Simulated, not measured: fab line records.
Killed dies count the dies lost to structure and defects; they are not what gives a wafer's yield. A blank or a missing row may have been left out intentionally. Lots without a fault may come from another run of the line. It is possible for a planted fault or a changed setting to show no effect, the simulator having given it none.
Which tool was responsible? || flow n5Finfet || 36 wafers from 12 lots sampled at 4 of the route's 1938 steps

## WHAT THE GAUGES READ, wafer by wafer
N5_PASSIVATION_OVL_MEAS_66. Usual: PASS_OPEN_OVL 0 nm, standard deviation 4.9.
{"lot": "L751", "measured": "day 13 15:45", "on": "overlay-02", "PASS_OPEN_OVL (nm)": "-7 -9 -6", "flag": ""}
{"lot": "L753", "measured": "day 14 12:31", "on": "overlay-02", "PASS_OPEN_OVL (nm)": "6 -5 -1", "flag": ""}
{"lot": "L755", "measured": "day 15 10:10", "on": "overlay-01", "PASS_OPEN_OVL (nm)": "0 -2 10", "flag": ""}
{"lot": "L756", "measured": "day 15 15:22", "on": "overlay-02", "PASS_OPEN_OVL (nm)": "-1 6 -3", "flag": ""}
{"lot": "L757", "measured": "day 15 23:47", "on": "overlay-02", "PASS_OPEN_OVL (nm)": "-6 -1 6", "flag": ""}
{"lot": "L758", "measured": "day 16 12:59", "on": "overlay-02", "PASS_OPEN_OVL (nm)": "3 2 -1", "flag": ""}
{"lot": "L759", "measured": "day 16 18:29", "on": "overlay-01", "PASS_OPEN_OVL (nm)": "7 -5 -1", "flag": ""}
{"lot": "L760", "measured": "day 16 18:11", "on": "overlay-02", "PASS_OPEN_OVL (nm)": "3 -1 -4", "flag": ""}
{"lot": "L765", "measured": "day 18 16:21", "on": "overlay-01", "PASS_OPEN_OVL (nm)": "5 -3 6", "flag": ""}
{"lot": "L769", "measured": "day 19 05:47", "on": "overlay-01", "PASS_OPEN_OVL (nm)": "3 -10 -7", "flag": ""}
{"lot": "L770", "measured": "day 19 10:02", "on": "overlay-01", "PASS_OPEN_OVL (nm)": "3 4 11", "flag": ""}
{"lot": "L773", "measured": "day 20 02:50", "on": "overlay-01", "PASS_OPEN_OVL (nm)": "0 3 6", "flag": ""}

## EACH LOT AND THE TOOL THAT RAN IT (in order: tool; ch and the chambers of the sampled wafers; start)
{"lot": "L751", "N5_BEOL_M4_ECD_50": "ecdCu-01 ch 0,1, day 9 16:54", "N5_PASSIVATION_VIA_ETCH_13": "rieDiel-02 ch 1,2, day 13 12:31", "N5_PASSIVATION_PRE_CLEAN_19": "pvdSputter-02, day 13 13:07"}
{"lot": "L753", "N5_BEOL_M4_ECD_50": "ecdCu-02 ch 0,1, day 10 06:59", "N5_PASSIVATION_VIA_ETCH_13": "rieDiel-02 ch 0,2, day 14 07:40", "N5_PASSIVATION_PRE_CLEAN_19": "pvdSputter-01, day 14 09:35"}
{"lot": "L755", "N5_BEOL_M4_ECD_50": "ecdCu-02 ch 0,1, day 11 03:05", "N5_PASSIVATION_VIA_ETCH_13": "rieDiel-02 ch 0,1,2, day 15 06:49", "N5_PASSIVATION_PRE_CLEAN_19": "pvdSputter-02, day 15 07:40"}
{"lot": "L756", "N5_BEOL_M4_ECD_50": "ecdCu-01 ch 0, day 11 07:05", "N5_PASSIVATION_VIA_ETCH_13": "rieDiel-05 ch 1,2,3, day 15 12:03", "N5_PASSIVATION_PRE_CLEAN_19": "pvdSputter-01, day 15 12:42"}
{"lot": "L757", "N5_BEOL_M4_ECD_50": "ecdCu-02 ch 0,1, day 11 19:26", "N5_PASSIVATION_VIA_ETCH_13": "rieDiel-02 ch 1,2,3, day 15 19:55", "N5_PASSIVATION_PRE_CLEAN_19": "pvdSputter-03, day 15 21:13"}
{"lot": "L758", "N5_BEOL_M4_ECD_50": "ecdCu-02 ch 0,1, day 12 04:34", "N5_PASSIVATION_VIA_ETCH_13": "rieDiel-05 ch 0,2,3, day 16 09:34", "N5_PASSIVATION_PRE_CLEAN_19": "pvdSputter-01, day 16 10:19"}
{"lot": "L759", "N5_BEOL_M4_ECD_50": "ecdCu-02 ch 0,1, day 12 07:59", "N5_PASSIVATION_VIA_ETCH_13": "rieDiel-06 ch 0,3, day 16 15:12", "N5_PASSIVATION_PRE_CLEAN_19": "pvdSputter-02, day 16 15:53"}
{"lot": "L760", "N5_BEOL_M4_ECD_50": "ecdCu-02 ch 0,1, day 12 11:37", "N5_PASSIVATION_VIA_ETCH_13": "rieDiel-02 ch 0,1, day 16 14:49", "N5_PASSIVATION_PRE_CLEAN_19": "pvdSputter-02, day 16 15:31"}
{"lot": "L765", "N5_BEOL_M4_ECD_50": "ecdCu-02 ch 0,1, day 14 04:41", "N5_PASSIVATION_VIA_ETCH_13": "rieDiel-02 ch 0,1,3, day 18 12:45", "N5_PASSIVATION_PRE_CLEAN_19": "pvdSputter-03, day 18 13:44"}
{"lot": "L769", "N5_BEOL_M4_ECD_50": "ecdCu-02 ch 0,1, day 14 14:13", "N5_PASSIVATION_VIA_ETCH_13": "rieDiel-05 ch 1,3, day 19 02:28", "N5_PASSIVATION_PRE_CLEAN_19": "pvdSputter-03, day 19 03:14"}
{"lot": "L770", "N5_BEOL_M4_ECD_50": "ecdCu-02 ch 0,1, day 14 22:26", "N5_PASSIVATION_VIA_ETCH_13": "rieDiel-06 ch 0,2, day 19 07:00", "N5_PASSIVATION_PRE_CLEAN_19": "pvdSputter-03, day 19 07:34"}
{"lot": "L773", "N5_BEOL_M4_ECD_50": "ecdCu-01 ch 0,1, day 15 10:32", "N5_PASSIVATION_VIA_ETCH_13": "rieDiel-05 ch 0,2,3, day 19 23:12", "N5_PASSIVATION_PRE_CLEAN_19": "pvdSputter-01, day 20 00:15"}
- N5_BEOL_M4_ECD_50: material Cu, target thk 300 nm.
- N5_PASSIVATION_VIA_ETCH_13: etches SiO2 in CHF3/O2, target depth 660 nm, time 330 s.
- N5_PASSIVATION_PRE_CLEAN_19

## AS READ BY THE TOOLS THEMSELVES (means over the sampled wafers that have a number; for cases with no such wafer, the mark the record gives instead)
N5_PASSIVATION_VIA_ETCH_13. Usual: drypumpMotorCurrentA is 5.8 A with standard deviation 0.48, etchRfOnTimeS is 234 s with standard deviation 3.9, oesProductAu is 0.73 a.u. with standard deviation 0.073, rfFwdPowerW is 648.2 W with standard deviation 1.9, rfVppV is 531 V with standard deviation 10, showerheadPlenumPTorr is 2.41 Torr with standard deviation 0.11, and throttleValvePct is 19.0 % with standard deviation 0.31.
{"lot": "L751", "tool": "rieDiel-02", "drypumpMotorCurrentA (A)": 5.7, "etchRfOnTimeS (s)": 233, "oesProductAu (a.u.)": 0.72, "rfFwdPowerW (W)": 649.3, "rfVppV (V)": 540, "showerheadPlenumPTorr (Torr)": 2.39, "throttleValvePct (%)": 18.9, "flag": ""}
{"lot": "L753", "tool": "rieDiel-02", "drypumpMotorCurrentA (A)": 5.6, "etchRfOnTimeS (s)": 237, "oesProductAu (a.u.)": 0.72, "rfFwdPowerW (W)": 646.9, "rfVppV (V)": 533, "showerheadPlenumPTorr (Torr)": 2.37, "throttleValvePct (%)": 18.8, "flag": ""}
{"lot": "L755", "tool": "rieDiel-02", "drypumpMotorCurrentA (A)": 6.0, "etchRfOnTimeS (s)": 232, "oesProductAu (a.u.)": 0.73, "rfFwdPowerW (W)": 647.7, "rfVppV (V)": 535, "showerheadPlenumPTorr (Torr)": 2.44, "throttleValvePct (%)": 18.7, "flag": ""}
{"lot": "L756", "tool": "rieDiel-05", "drypumpMotorCurrentA (A)": 5.6, "etchRfOnTimeS (s)": 238, "oesProductAu (a.u.)": 0.80, "rfFwdPowerW (W)": 647.0, "rfVppV (V)": 523, "showerheadPlenumPTorr (Torr)": 2.44, "throttleValvePct (%)": 18.8, "flag": ""}
{"lot": "L757", "tool": "rieDiel-02", "drypumpMotorCurrentA (A)": 5.6, "etchRfOnTimeS (s)": 233, "oesProductAu (a.u.)": 0.72, "rfFwdPowerW (W)": 649.0, "rfVppV (V)": 534, "showerheadPlenumPTorr (Torr)": 2.42, "throttleValvePct (%)": 19.0, "flag": ""}
{"lot": "L758", "tool": "rieDiel-05", "drypumpMotorCurrentA (A)": 5.7, "etchRfOnTimeS (s)": 234, "oesProductAu (a.u.)": 0.76, "rfFwdPowerW (W)": 647.9, "rfVppV (V)": 523, "showerheadPlenumPTorr (Torr)": 2.40, "throttleValvePct (%)": 18.9, "flag": ""}
{"lot": "L759", "tool": "rieDiel-06", "drypumpMotorCurrentA (A)": 5.7, "etchRfOnTimeS (s)": 233, "oesProductAu (a.u.)": 0.81, "rfFwdPowerW (W)": 650.8, "rfVppV (V)": 539, "showerheadPlenumPTorr (Torr)": 2.45, "throttleValvePct (%)": 19.0, "flag": ""}
{"lot": "L760", "tool": "rieDiel-02", "drypumpMotorCurrentA (A)": 6.4, "etchRfOnTimeS (s)": 235, "oesProductAu (a.u.)": 0.75, "rfFwdPowerW (W)": 648.4, "rfVppV (V)": 535, "showerheadPlenumPTorr (Torr)": 2.50, "throttleValvePct (%)": 18.7, "flag": ""}
{"lot": "L765", "tool": "rieDiel-02", "drypumpMotorCurrentA (A)": 6.0, "etchRfOnTimeS (s)": 235, "oesProductAu (a.u.)": 0.73, "rfFwdPowerW (W)": 646.1, "rfVppV (V)": 531, "showerheadPlenumPTorr (Torr)": 2.47, "throttleValvePct (%)": 18.8, "flag": ""}
{"lot": "L769", "tool": "rieDiel-05", "drypumpMotorCurrentA (A)": 5.3, "etchRfOnTimeS (s)": 232, "oesProductAu (a.u.)": 0.82, "rfFwdPowerW (W)": 649.1, "rfVppV (V)": 527, "showerheadPlenumPTorr (Torr)": 2.38, "throttleValvePct (%)": 18.4, "flag": ""}
{"lot": "L770", "tool": "rieDiel-06", "drypumpMotorCurrentA (A)": 5.8, "etchRfOnTimeS (s)": 237, "oesProductAu (a.u.)": 0.69, "rfFwdPowerW (W)": 648.9, "rfVppV (V)": 527, "showerheadPlenumPTorr (Torr)": 2.34, "throttleValvePct (%)": 19.1, "flag": ""}
{"lot": "L773", "tool": "rieDiel-05", "drypumpMotorCurrentA (A)": 5.7, "etchRfOnTimeS (s)": 231, "oesProductAu (a.u.)": 0.73, "rfFwdPowerW (W)": 649.2, "rfVppV (V)": 523, "showerheadPlenumPTorr (Torr)": 2.39, "throttleValvePct (%)": 18.9, "flag": ""}

N5_PASSIVATION_PRE_CLEAN_19. Usual: heaterPowerW reads 434 W (standard deviation 51).
{"lot": "L751", "tool": "pvdSputter-02", "heaterPowerW (W)": 482, "flag": ""}
{"lot": "L753", "tool": "pvdSputter-01", "heaterPowerW (W)": 432, "flag": ""}
{"lot": "L755", "tool": "pvdSputter-02", "heaterPowerW (W)": 442, "flag": ""}
{"lot": "L756", "tool": "pvdSputter-01", "heaterPowerW (W)": 430, "flag": ""}
{"lot": "L757", "tool": "pvdSputter-03", "heaterPowerW (W)": 387, "flag": ""}
{"lot": "L758", "tool": "pvdSputter-01", "heaterPowerW (W)": 446, "flag": ""}
{"lot": "L759", "tool": "pvdSputter-02", "heaterPowerW (W)": 440, "flag": ""}
{"lot": "L760", "tool": "pvdSputter-02", "heaterPowerW (W)": 417, "flag": ""}
{"lot": "L765", "tool": "pvdSputter-03", "heaterPowerW (W)": 375, "flag": ""}
{"lot": "L769", "tool": "pvdSputter-03", "heaterPowerW (W)": 413, "flag": ""}
{"lot": "L770", "tool": "pvdSputter-03", "heaterPowerW (W)": 417, "flag": ""}
{"lot": "L773", "tool": "pvdSputter-01", "heaterPowerW (W)": 476, "flag": ""}

## THE ANSWER, worked out from the rows above alone
Rule: a lot counts as off when the mean over its wafers that have a number is more than 3 standard deviations away from the usual mean. Also off: a lot with no number at a reading for which 4 or more lots have one. Any other lot the step has rows for is counted as sound. After the gauges, taken in route order, come the tools' own readings; for these a lot's mean is taken, as printed above. The first step at which some lot is off is used, and at that step the reading that is off furthest; a lot without a number counts as furthest.
No lot is off on any of the readings shown, so nothing can be concluded from this.

## WHAT WAS PUT IN BY THE SIMULATOR
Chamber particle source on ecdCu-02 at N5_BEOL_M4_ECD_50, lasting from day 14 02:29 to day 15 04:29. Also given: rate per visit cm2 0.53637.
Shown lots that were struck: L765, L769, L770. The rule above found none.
